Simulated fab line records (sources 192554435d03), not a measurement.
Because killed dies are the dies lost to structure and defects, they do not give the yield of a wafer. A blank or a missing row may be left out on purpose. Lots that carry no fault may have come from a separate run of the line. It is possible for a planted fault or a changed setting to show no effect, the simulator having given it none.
Lot-split experiment | flow n5-finfet | route with 1938 steps; 7 lots, 21 wafers read

THE SPLIT ITSELF
At N5_BEOL_M3_COAT_73 (time 60 s, resist thk 5 nm), the setting spin-rpm was moved away from the recipe's 1500 rpm on 8 of the 21 wafers read, by -7.1% to +8.1%. All remaining wafers had this setting at the recipe value.

FROM THE SPLIT TO THE READING: what the file shows between them, 7 steps
- N5_BEOL_M3_COAT_05: resist thk 30 nm (also split here: spin-rpm)
- N5_BEOL_M3_EBR_07
- N5_BEOL_M3_SOFTBAKE_06: time 60 s
- N5_BEOL_M3_EXPOSE_08: exposes mask M3
- N5_BEOL_M3_PEB_09: peb time 60 s
- N5_BEOL_M3_DEVELOP_10: develop time 30 s
- N5_BEOL_M3_DESCUM_16: chemistry O2, time 7 s

THE READING
etch.depth-nm (the simulator's own value, which no gauge read), in nm, at N5_BEOL_M3_ETCH_74 (etches underlayer in N2/H2, target depth 6.5 nm, time 5.2 s). No usual value for it is given in the file. Across the 13 wafers here that went through the recipe, the average is 5.009 nm and the standard deviation 0.017 nm.

wafer  | tool, chamber at the split | spin-rpm as run, rpm | against the recipe | etch.depth-nm, nm | against lot-mates on the recipe
L078.1 | litho-track-05, 0          | 1393                 | -7.1%              | 5.188             | +0.188
L078.4 | litho-track-05, 0          | 1500                 | recipe             | 5                 | -
L078.5 | litho-track-05, 0          | 1393                 | -7.1%              | 5.186             | +0.186
L081.4 | litho-track-03, 0          | 1500                 | recipe             | 4.977             | -
L081.5 | litho-track-03, 0          | 1500                 | recipe             | 4.976             | -
L081.6 | litho-track-03, 0          | 1500                 | recipe             | 5.004             | -
L082.1 | litho-track-05, 0          | 1500                 | recipe             | 5.028             | -
L082.2 | litho-track-05, 0          | 1500                 | recipe             | 5.033             | -
L082.6 | litho-track-05, 0          | 1500                 | recipe             | 5.027             | -
L085.2 | litho-track-03, 0          | 1500                 | recipe             | 5.009             | -
L085.5 | litho-track-03, 0          | 1433                 | -4.5%              | 5.103             | +0.094
L085.6 | litho-track-03, 0          | 1433                 | -4.5%              | 5.1               | +0.091
L090.1 | litho-track-05, 0          | 1622                 | +8.1%              | 4.803             | -0.210
L090.3 | litho-track-05, 0          | 1500                 | recipe             | 5.013             | -
L090.5 | litho-track-05, 0          | 1622                 | +8.1%              | 4.802             | -0.211
L091.3 | litho-track-04, 0          | 1500                 | recipe             | 5.015             | -
L091.4 | litho-track-04, 0          | 1572                 | +4.8%              | 4.909             | -0.106
L091.6 | litho-track-04, 0          | 1572                 | +4.8%              | 4.904             | -0.111
L094.1 | litho-track-05, 0          | 1500                 | recipe             | 5.004             | -
L094.2 | litho-track-05, 0          | 1500                 | recipe             | 5.019             | -
L094.4 | litho-track-05, 0          | 1500                 | recipe             | 5.008             | -

THE FIT
A straight line over all 21 wafers: etch.depth-nm changes by -0.0241 nm for each +1% of spin-rpm; r = -0.99; the points scatter about the line by 0.016 nm.
The same after taking each lot's own level away (the mean of its wafers on the recipe; 21 wafers): -0.0249 nm for each +1%; r = -1.00; scatter 0.01 nm.
Per that fit: largest spin-rpm move, reading shift of 0.2 nm.
The span of the lots' own levels, 4.9857 to 5.0293 nm, comes to 2.6 times the standard deviation stated above.
The two slopes are in agreement: the lot-to-lot level therefore moves the slope only a little.
Check: -0.2 nm against its lot-mates is what the line predicts for one of the wafers moved furthest among these (+8.1%) when that wafer is left out of the fit. It came out at -0.21 nm against them.

THE OTHER SPLITS THESE WAFERS WENT THROUGH
Note: prior to the reading, these wafers also went through further splits. Each is held against what the fit with the lots' levels taken away leaves over:
other split on the same wafers    | wafers away from the commonest value | r with etch.depth-nm (lot level and that fit taken away)
N5_BEOL_M0_SAQP_EXPOSE_37 dose-mj | 8                                    | -0.04
N5_BEOL_M1_ILD_DEP_00 time-s      | 6                                    | +0.21
N5_BEOL_M1_COAT_05 spin-rpm       | 10                                   | +0.01
N5_BEOL_M1_TRENCH_ETCH_37 time-s  | 10                                   | +0.21
N5_BEOL_M3_COAT_05 spin-rpm       | 3                                    | +0.26

THE FILE'S OWN FIT
etch.depth-nm changes by -0.0249 nm for each +1% of spin-rpm, r = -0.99.
